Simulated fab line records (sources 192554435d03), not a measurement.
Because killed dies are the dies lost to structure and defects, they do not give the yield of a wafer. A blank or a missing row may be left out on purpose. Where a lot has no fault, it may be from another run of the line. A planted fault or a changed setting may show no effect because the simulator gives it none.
Comparing a struck lot with a sound one :: flow n5_finfet :: 30 steps out of a route of 1938
Sound: these wafers, L896.1, L896.3, L896.5. The struck wafers were L911.1, L911.2, L911.6. Last of all comes the cause.
At each step with rows: each side's tool, then ch and its chambers, then its first start. Under that, the readings that differ: sound wafers :: struck wafers :: difference of the means :: sigmas: that difference in standard deviations of wafers without a fault.
alike: a reading whose means differ by less than 2 such deviations, as well as words and numbers matching on both sides. not compared: withheld readings; readings where some wafer has no value; bounds like >300 that might hide an equal value; numbers whose values overlap and for which the record gives no deviation.
Wherever a step has rows on one side only, a row that says differs or no value, or a row with sigmas, the two part there. Non-overlapping numbers with no deviation appear without sigmas and do not part them. A reading that every wafer of one side lacks parts them only if that side has two wafers or more.

first, 1 step without rows for these wafers: N5_BEOL_M9_ALD_74 (deposits TaN, target thk 2 nm, pulse time 2 s, purge time 3 s).
N5_BEOL_M9_SURFACE_TREAT_79:
  struck on pvd_sputter-03, day 14 12:08; sound on pvd_sputter-03, day 10 10:19
  not compared: throttle_valve_pct
then, 3 steps without rows for these wafers: N5_BEOL_M9_CVD_78 (deposits Co from CCTBA/H2, target thk 2 nm, time 138.9 s); N5_BEOL_M9_SPUTTER_48 (material Cu, target thk 12 nm, time 2 s); N5_BEOL_M9_ECD_50 (material Cu, target thk 318 nm).
N5_BEOL_M9_ANNEAL_51: time 90 s.
  sound on rtp_anneal-02 ch 0, day 10 11:02; struck on rtp_anneal-02 ch 0, day 14 12:39
  alike: wafer_temp_C_max
N5_BEOL_M9_CMP_52: polishes, stops on SiCOH lowk, t overpolish 7 s, target thk 140 nm.
  sound on cmp-02 ch 0,1,3, day 10 11:22; struck on cmp-02 ch 0,1,2, day 14 13:01
  alike: barrier_field_endpoint_s, head_pressure_psi, motor_current_A, overpolish_run_s, retaining_ring_pressure_frac, time_to_endpoint_s
N5_BEOL_M9_THK_MEAS_53: measures by xrf.
  struck on film_metro-01, day 14 13:14; sound on film_metro-01, day 10 11:38
  alike: M9_THK
then, 1 step without rows for these wafers: N5_BEOL_M9_PRE_CLEAN_55 (time 15 s).
N5_BEOL_M9_DEP_56: deposits SiCN from 3MS/NH3, target thk 15 nm, time 26.5 s.
  sound on pecvd-01 ch 0,1, day 10 11:42; struck on pecvd-03 ch 0,2, day 14 13:19
  alike: showerhead_plenum_p_Torr, throttle_valve_pct
N5_BEOL_M9_RS_MEAS_57: a four-point-probe measurement.
  struck on film_metro-01, day 14 13:25; sound on film_metro-02, day 10 11:47
  alike: M9_RS
N5_BEOL_M9_INSPECT_58: inspects for defects (darkfield).
  struck on defect_inspect-01, day 14 13:26; sound on defect_inspect-02, day 10 11:49
  alike: raw_defect_count
N5_BEOL_M10_ILD_DEP_00: deposits SiCOH lowk from DEMS/porogen, target thk 308.51 nm, time 58 s.
  sound on pecvd-03 ch 1,2, day 10 11:52; struck on pecvd-04 ch 0,1, day 14 13:28
  alike: heater_power_w, showerhead_plenum_p_Torr, throttle_valve_pct
then, 1 step without rows for these wafers: N5_BEOL_M10_CURE_71 (cures SiCOH lowk, time 240 s).
N5_BEOL_M10_THK_MEAS_01:
  struck on film_metro-02, day 14 14:04; sound on film_metro-01, day 10 12:27
  alike: M10_ILD_THK
then, 10 steps without rows for these wafers: N5_BEOL_M10_PECVD_70 (deposits SiO2 from TEOS/O2, target thk 20 nm, time 22.7 s); N5_BEOL_M10_HM_DEP_02 (deposits TiN, target thk 20 nm); N5_BEOL_M10_COAT_59 (time 60 s, resist thk 100 nm); N5_BEOL_M10_COAT_60 (time 60 s, resist thk 30 nm); N5_BEOL_M10_COAT_05 (resist thk 90 nm); N5_BEOL_M10_EBR_07; N5_BEOL_M10_SOFTBAKE_06 (time 60 s); N5_BEOL_M10_EXPOSE_08 (exposes mask M10); N5_BEOL_M10_PEB_09 (peb time 60 s); N5_BEOL_M10_DEVELOP_10 (develop time 30 s).
N5_BEOL_M10_CD_MEAS_11: target cd 64.1 nm.
  sound on cd_sem-01 ch 0, day 10 14:03; struck on cd_sem-01 ch 0, day 14 17:07
  alike: cd_nm
N5_BEOL_M10_OVL_MEAS_12:
  sound on overlay-01 ch 0, day 10 14:05; struck on overlay-01 ch 0, day 14 17:09
  alike: M10_OVL
N5_BEOL_M10_INSPECT_13: inspects for defects (brightfield).
  struck on defect_inspect-02, day 14 17:10; sound on defect_inspect-02, day 10 14:07
  alike: raw_defect_count
N5_BEOL_M10_DESCUM_16: chemistry O2, time 7.9 s.
  sound on rie_diel-02 ch 1,2,3, day 10 14:08; struck on rie_diel-06 ch 0,2,3, day 14 17:14
  alike: drypump_motor_current_A, oes_product_au, rf_vpp_V, showerhead_plenum_p_Torr, throttle_valve_pct
  not compared: rf_hours_counter_h
-- record jumps: 2 days separate the struck wafers' starts on either side; left off in module BEOL_M10, taken up again in module PASSIVATION, whose first shown step is the route's number 1936 --
N5_PASSIVATION_PROBE_49:
  only the struck wafers here have rows in the record (prober-02, day 16 21:29); the sound ones have none

## WHERE THEY PART
At N5_PASSIVATION_PROBE_49 and nowhere else, as far as this record goes.

WHY: whatever the simulator had introduced
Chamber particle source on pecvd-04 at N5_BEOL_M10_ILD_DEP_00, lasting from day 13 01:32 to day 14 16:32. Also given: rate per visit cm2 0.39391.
